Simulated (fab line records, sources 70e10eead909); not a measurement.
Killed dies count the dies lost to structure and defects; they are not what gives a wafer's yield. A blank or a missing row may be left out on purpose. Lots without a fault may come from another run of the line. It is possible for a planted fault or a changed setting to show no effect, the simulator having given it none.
Tool commonality check || flow nand-harc || Sample size 15 lots and 45 wafers

== WHAT PROMPTED THE OPENING ==
Flagged at NHARC_A_ONON_D1_THK_MEAS_21: reading thk-nm, on 3 of 15 lots. Wafers without a fault read 1000 nm, standard deviation 11.
Rule: a lot is flagged when every wafer of it that has a number lies more than 4 standard deviations from that mean, or none has a number. All remaining lots are regarded as sound.

{"lot": "L824", "measured": "day 8 00:53", "on": "film-metro-01", "thk-nm (nm), wafer by wafer": "996 998 998", "flag": ""}
{"lot": "L825", "measured": "day 8 11:30", "on": "film-metro-01", "thk-nm (nm), wafer by wafer": "1008 1010 1009", "flag": ""}
{"lot": "L827", "measured": "day 8 11:32", "on": "film-metro-02", "thk-nm (nm), wafer by wafer": "1015 1015 1016", "flag": ""}
{"lot": "L829", "measured": "day 9 03:46", "on": "film-metro-01", "thk-nm (nm), wafer by wafer": "1547 1548 1545", "flag": "FLAGGED"}
{"lot": "L828", "measured": "day 9 04:07", "on": "film-metro-02", "thk-nm (nm), wafer by wafer": "1559 1559 1560", "flag": "FLAGGED"}
{"lot": "L831", "measured": "day 9 12:37", "on": "film-metro-02", "thk-nm (nm), wafer by wafer": "1556 1556 1555", "flag": "FLAGGED"}
{"lot": "L838", "measured": "day 11 22:19", "on": "film-metro-02", "thk-nm (nm), wafer by wafer": "1012 1011 1012", "flag": ""}
{"lot": "L843", "measured": "day 12 08:43", "on": "film-metro-02", "thk-nm (nm), wafer by wafer": "984 982 982", "flag": ""}
{"lot": "L841", "measured": "day 12 08:44", "on": "film-metro-01", "thk-nm (nm), wafer by wafer": "980 980 981", "flag": ""}
{"lot": "L842", "measured": "day 12 08:52", "on": "film-metro-02", "thk-nm (nm), wafer by wafer": "984 985 984", "flag": ""}
{"lot": "L840", "measured": "day 12 09:05", "on": "film-metro-02", "thk-nm (nm), wafer by wafer": "1000 1000 998", "flag": ""}
{"lot": "L844", "measured": "day 12 21:44", "on": "film-metro-01", "thk-nm (nm), wafer by wafer": "1000 1000 1002", "flag": ""}
{"lot": "L845", "measured": "day 13 08:12", "on": "film-metro-02", "thk-nm (nm), wafer by wafer": "1013 1011 1016", "flag": ""}
{"lot": "L846", "measured": "day 13 08:13", "on": "film-metro-01", "thk-nm (nm), wafer by wafer": "999 999 998", "flag": ""}
{"lot": "L847", "measured": "day 13 14:14", "on": "film-metro-02", "thk-nm (nm), wafer by wafer": "998 1000 1000", "flag": ""}
The mean of the flagged lots' numbers is 1554 nm, +554 nm from the usual (+50 standard deviations).

== WHICH TOOL EACH LOT WENT THROUGH ==
Before the reading, the record contains 2 process steps out of a 1159-step route. Read each cell as the tool, then ch plus the chambers that the sampled wafers visited, then the start.
{"lot": "L824", "flag": "", "NHARC_P_BONDPAD_PVD_27": "pvd-sputter-02, day 7 16:40 or earlier", "NHARC_A_ONON_D1_DEP_19": "pecvd-onon-02 ch 0, day 8 00:23"}
{"lot": "L825", "flag": "", "NHARC_P_BONDPAD_PVD_27": "pvd-sputter-03, day 8 03:31 or earlier", "NHARC_A_ONON_D1_DEP_19": "pecvd-onon-01 ch 0, day 8 11:03"}
{"lot": "L827", "flag": "", "NHARC_P_BONDPAD_PVD_27": "pvd-sputter-01, day 8 03:17 or earlier", "NHARC_A_ONON_D1_DEP_19": "pecvd-onon-03 ch 0, day 8 11:03"}
{"lot": "L829", "flag": "FLAGGED", "NHARC_P_BONDPAD_PVD_27": "pvd-sputter-03, day 8 19:31 or earlier", "NHARC_A_ONON_D1_DEP_19": "pecvd-onon-03 ch 0, day 9 03:19"}
{"lot": "L828", "flag": "FLAGGED", "NHARC_P_BONDPAD_PVD_27": "pvd-sputter-03, day 8 19:34 or earlier", "NHARC_A_ONON_D1_DEP_19": "pecvd-onon-03 ch 0, day 9 03:40"}
{"lot": "L831", "flag": "FLAGGED", "NHARC_P_BONDPAD_PVD_27": "pvd-sputter-01, day 9 04:15 or earlier", "NHARC_A_ONON_D1_DEP_19": "pecvd-onon-03 ch 0, day 9 12:13"}
{"lot": "L838", "flag": "", "NHARC_P_BONDPAD_PVD_27": "pvd-sputter-02, day 11 13:58 or earlier", "NHARC_A_ONON_D1_DEP_19": "pecvd-onon-01 ch 0, day 11 21:55"}
{"lot": "L843", "flag": "", "NHARC_P_BONDPAD_PVD_27": "pvd-sputter-03, day 11 20:45 or earlier", "NHARC_A_ONON_D1_DEP_19": "pecvd-onon-03 ch 0, day 12 08:13"}
{"lot": "L841", "flag": "", "NHARC_P_BONDPAD_PVD_27": "pvd-sputter-01, day 11 20:56 or earlier", "NHARC_A_ONON_D1_DEP_19": "pecvd-onon-01 ch 0, day 12 08:14"}
{"lot": "L842", "flag": "", "NHARC_P_BONDPAD_PVD_27": "pvd-sputter-03, day 11 21:07 or earlier", "NHARC_A_ONON_D1_DEP_19": "pecvd-onon-02 ch 0, day 12 08:21"}
{"lot": "L840", "flag": "", "NHARC_P_BONDPAD_PVD_27": "pvd-sputter-02, day 11 20:49 or earlier", "NHARC_A_ONON_D1_DEP_19": "pecvd-onon-03 ch 0, day 12 08:34"}
{"lot": "L844", "flag": "", "NHARC_P_BONDPAD_PVD_27": "pvd-sputter-03, day 12 13:29 or earlier", "NHARC_A_ONON_D1_DEP_19": "pecvd-onon-01 ch 0, day 12 21:17"}
{"lot": "L845", "flag": "", "NHARC_P_BONDPAD_PVD_27": "pvd-sputter-02, day 12 23:55 or earlier", "NHARC_A_ONON_D1_DEP_19": "pecvd-onon-01 ch 0, day 13 07:48"}
{"lot": "L846", "flag": "", "NHARC_P_BONDPAD_PVD_27": "pvd-sputter-01, day 12 23:57 or earlier", "NHARC_A_ONON_D1_DEP_19": "pecvd-onon-03 ch 0, day 13 07:42"}
{"lot": "L847", "flag": "", "NHARC_P_BONDPAD_PVD_27": "pvd-sputter-03, day 13 05:59 or earlier", "NHARC_A_ONON_D1_DEP_19": "pecvd-onon-01 ch 0, day 13 13:43"}
What the steps here do:
- NHARC_P_BONDPAD_PVD_27: deposits Cu, target thk 30 nm, time 20.49 s.
- NHARC_A_ONON_D1_DEP_19: target thk 1000 nm.
- NHARC_A_ONON_D1_THK_MEAS_21: measures by ellipsometry.

== FLAGGED AGAINST TOTAL, ONE TOOL AT A TIME (gauges that did the reading follow at the end) ==
{"step": "NHARC_P_BONDPAD_PVD_27", "tool": "pvd-sputter-01", "lots run": 4, "flagged": 1, "share of the flagged lots": "some", "sound lots run after its first flagged lot": "2 (L841,L846)"}
{"step": "NHARC_P_BONDPAD_PVD_27", "tool": "pvd-sputter-02", "lots run": 4, "flagged": 0, "share of the flagged lots": "none", "sound lots run after its first flagged lot": "-"}
{"step": "NHARC_P_BONDPAD_PVD_27", "tool": "pvd-sputter-03", "lots run": 7, "flagged": 2, "share of the flagged lots": "some", "sound lots run after its first flagged lot": "4 (L842,L843,L844,L847)"}
{"step": "NHARC_A_ONON_D1_DEP_19", "tool": "pecvd-onon-01", "lots run": 6, "flagged": 0, "share of the flagged lots": "none", "sound lots run after its first flagged lot": "-"}
{"step": "NHARC_A_ONON_D1_DEP_19", "tool": "pecvd-onon-02", "lots run": 2, "flagged": 0, "share of the flagged lots": "none", "sound lots run after its first flagged lot": "-"}
{"step": "NHARC_A_ONON_D1_DEP_19", "tool": "pecvd-onon-03", "lots run": 7, "flagged": 3, "share of the flagged lots": "all", "sound lots run after its first flagged lot": "3 (L843,L840,L846)"}
{"step": "NHARC_A_ONON_D1_THK_MEAS_21", "tool": "film-metro-01", "lots run": 6, "flagged": 1, "share of the flagged lots": "some", "sound lots run after its first flagged lot": "3 (L841,L844,L846)"}
{"step": "NHARC_A_ONON_D1_THK_MEAS_21", "tool": "film-metro-02", "lots run": 9, "flagged": 2, "share of the flagged lots": "some", "sound lots run after its first flagged lot": "6 (L838,L843,L842,L840,L845,L847)"}
With no start given for some of its lots, NHARC_P_BONDPAD_PVD_27 uses the hours and lot order of NHARC_A_ONON_D1_THK_MEAS_11.

== WHAT THE TABLE PERMITS ==
1 row of the table ran every flagged lot: pecvd-onon-03 at NHARC_A_ONON_D1_DEP_19.
- pecvd-onon-03 at NHARC_A_ONON_D1_DEP_19 ran 7 lots, 3 of them flagged. Sound lots ran on it after the first flagged one (L843, L840, L846), which a lasting fault on the whole tool wouldn't allow.
None of the table's rows ran every flagged lot and, after the first, no sound lot.

== WHAT WAS PUT IN BY THE SIMULATOR ==
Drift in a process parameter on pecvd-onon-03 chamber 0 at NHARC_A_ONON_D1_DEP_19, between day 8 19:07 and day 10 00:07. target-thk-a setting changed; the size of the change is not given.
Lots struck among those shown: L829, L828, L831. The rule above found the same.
